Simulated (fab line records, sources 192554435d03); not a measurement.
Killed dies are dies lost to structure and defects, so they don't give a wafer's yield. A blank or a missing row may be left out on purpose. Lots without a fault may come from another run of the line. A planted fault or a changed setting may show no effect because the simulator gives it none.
Problem report in the 8D (eight disciplines) form, filled by code | flow n5_finfet | the parts of the form that need people (team, actions taken, sign-off) are left out

1. THE PROBLEM
oes_product_au at N5_BEOL_M8_ETCH_62 reads a mean of 0.26 a.u. on 6 wafers of 2 lots; wafers without a fault read 0.68 a.u. with a standard deviation of 0.076. That is -5.5 standard deviations from the usual mean.
The step: etches SOC in N2/H2, target depth 110 nm, overetch 22 nm, time 165 s.
First seen on wafer L284.1, day 9 17:55, on rie_diel-05. The record holds 40 wafers of 14 lots with a number at this step. Rule for "out", or "out of limits": more than 4 standard deviations from the usual mean. The other wafers with a number count as sound.

2. WHAT IT IS AND WHAT IT IS NOT
question                    | is                     | is not
which readings at this step | oes_product_au         | bias_w, chamber_pressure_mTorr, drypump_motor_current_A, n2_flow_sccm, rf_vpp_V, showerhead_plenum_p_Torr, throttle_valve_pct
which lots                  | L283, L284             | L281, L282, L285, L293, L294, L296, L297, L298, L299, L300, L301, L303
which wafers of those lots  | all that have a number | -
read on which tools         | rie_diel-05            | rie_diel-01, rie_diel-03
when                        | from day 9 17:55       | up to then (5 sound wafers); but 29 sound wafers of L285, L293, L294, L296, L297, L298, L299, L300, L301, L303 came after

3. SUSPECTS, AND WHAT RULES EACH OUT
Counting: a tool at a process step up to the reading stays a suspect if it ran every lot that is out and no sound lot after the first of them.
- pvd_sputter-02 at N5_BEOL_M7_DEGAS_44 (time 60 s): ruled out as a lasting fault. Sound lots L285, L300, L303 ran on it after its first lot that is out, L284 (day 9 12:53).
- pvd_sputter-02 at N5_BEOL_M7_PRE_CLEAN_45 (time 30 s): ruled out as a lasting fault. Sound lots L285, L300, L303 ran on it after its first lot that is out, L284 (day 9 12:55).
- rie_diel-05 at N5_BEOL_M8_ETCH_61 (etches SiARC in CF4, target depth 45.5 nm, time 75.8 s): ruled out as a lasting fault. Sound lots L285, L296, L294, L298, L300 ran on it after its first lot that is out, L284 (day 9 17:52).
- rie_diel-05 at N5_BEOL_M8_ETCH_62 (etches SOC in N2/H2, target depth 110 nm, overetch 22 nm, time 165 s): ruled out as a lasting fault. Sound lots L285, L296, L294, L298, L300 ran on it after its first lot that is out, L284 (day 9 17:55).
Left after counting: nothing in the record.

4. THE CAUSE (what the simulator had put in)
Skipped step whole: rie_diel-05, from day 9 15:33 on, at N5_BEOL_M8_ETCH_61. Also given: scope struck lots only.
Counting ruled it out, wrongly.

5. THE CHAIN OF EFFECTS, in route order
Each row: a reading whose mean over the struck wafers that have a number lies more than 3 standard deviations from the usual. Only readings for which the record gives a usual standard deviation are gone through. hours: the time from each lot's start at the first step in this table that gives one to its start at this step, as a median over the lots. sigmas: the change in usual standard deviations.
hours | step                  | reading            | usual     | on struck wafers | change | sigmas
0     | N5_BEOL_M8_ETCH_62    | oes_product_au     | 0.68 a.u. | 0.26             | -0.42  | -5.5
0     | N5_BEOL_M8_HM_OPEN_17 | oes_product_au     | 0.69 a.u. | 0.29             | -0.40  | -4.3
0     | N5_BEOL_M8_HM_OPEN_17 | throttle_valve_pct | 21.99 %   | 22.65            | +0.66  | +3.9
The process steps in it:
- N5_BEOL_M8_ETCH_62: etches SOC in N2/H2, target depth 110 nm, overetch 22 nm, time 165 s.
- N5_BEOL_M8_HM_OPEN_17: chemistry Cl2/BCl3, target TiN, target depth 20 nm, overetch 6 nm.
Readings that are blank on the struck wafers while sound wafers have them: bias_w at N5_BEOL_M8_ETCH_61; cf4_flow_sccm at N5_BEOL_M8_ETCH_61; drypump_motor_current_A at N5_BEOL_M8_ETCH_61; etch_rf_on_time_s at N5_BEOL_M8_ETCH_61; oes_product_au at N5_BEOL_M8_ETCH_61; rf_vpp_V at N5_BEOL_M8_ETCH_61; showerhead_plenum_p_Torr at N5_BEOL_M8_ETCH_61; throttle_valve_pct at N5_BEOL_M8_ETCH_61; and 1 more.

6. WHAT WOULD HAVE CAUGHT IT SOONER
In this record the first reading out of limits was taken at day 9 17:55, 2 hours after the fault began at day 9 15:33.
At N5_BEOL_M8_ETCH_61 the tool's readings are blank on the struck wafers, where sound wafers have them: an empty tool record is the first sign, and it was there at once.
